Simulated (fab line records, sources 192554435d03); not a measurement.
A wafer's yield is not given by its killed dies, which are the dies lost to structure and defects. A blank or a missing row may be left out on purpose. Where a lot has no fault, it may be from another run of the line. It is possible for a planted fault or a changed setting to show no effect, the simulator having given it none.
Chamber matching	flow n5_finfet	N5_GATE_CUT_CMP_23 on cmp-01: 4 sister chambers
The step polishes, stops on SiO2, t overpolish 23.4 s, target thk 16 nm. 16 wafers are shown with their chamber, then 8 later ones without.

## EACH WAFER AND ITS CHAMBER
wafer	chamber	motor_current_A (A)	time_to_endpoint_s (s)	overpolish_run_s (s)
L074.1	0	11.0	19.6	23.392
L074.4	1	9.3	21.2	23.416
L074.6	2	9.7	21.7	23.395
L076.3	2	9.5	22.9	23.411
L076.4	3	8.8	16.8	23.426
L076.6	1	8.8	16.6	23.416
L077.3	1	9.1	19.2	23.398
L077.4	0	11.4	18.7	23.397
L077.6	2	9.4	21.4	23.403
L079.1	3	8.5	14.5	23.384
L079.2	1	9.3	14.5	23.405
L079.4	0	11.4	12.0	23.398
L082.1	2	9.3	22.6	23.392
L082.2	0	11.1	19.1	23.384
L082.6	0	11.0	17.4	23.402
L090.1	2	9.7	22.7	23.421

SIGNATURES (averages over the wafers above)
reading	chamber 0	chamber 1	chamber 2	chamber 3	scatter within a chamber
motor_current_A	11.180	9.125	9.520	8.650	0.206
time_to_endpoint_s	17.360	17.875	22.260	15.650	2.39
overpolish_run_s	23.39460	23.40875	23.40440	23.40500	0.0125
Rule: a wafer's distance from a chamber is the root of the sum, over the readings, of the square of ((its reading less the chamber's mean) divided by the reading's scatter). If the next closest chamber is less than 2 further off than the closest, the wafer can't be placed; otherwise it belongs to the closest. The scatter is the square root of a quotient: the sum, over the shown wafers, of each reading's squared deviation from its chamber's mean, divided by wafers minus chambers.

## WAFERS WITHOUT THEIR CHAMBER
wafer	motor_current_A (A)	time_to_endpoint_s (s)	overpolish_run_s (s)
L090.3	9.4	21.3	23.408
L090.5	8.3	19.4	23.404
L091.1	10.8	16.0	23.399
L091.2	8.8	22.3	23.393
L091.3	9.3	19.3	23.396
L093.2	9.0	18.5	23.394
L093.5	8.9	17.2	23.392
L093.6	9.7	24.1	23.395

## EACH ONE'S CHAMBER
wafer	from the rows above	in truth
L090.3	can't be placed: 2 or 1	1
L090.5	can't be placed: 3 or 1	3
L091.1	0	0
L091.2	can't be placed: 1 or 3 or 2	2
L091.3	can't be placed: 1 or 2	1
L093.2	can't be placed: 1 or 3 or 2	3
L093.5	can't be placed: 3 or 1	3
L093.6	2	2
Correctly placed: 2 of 8. Can't be placed from these rows: 6 (the true chamber is among the candidates in 6). Wrongly placed: 0.
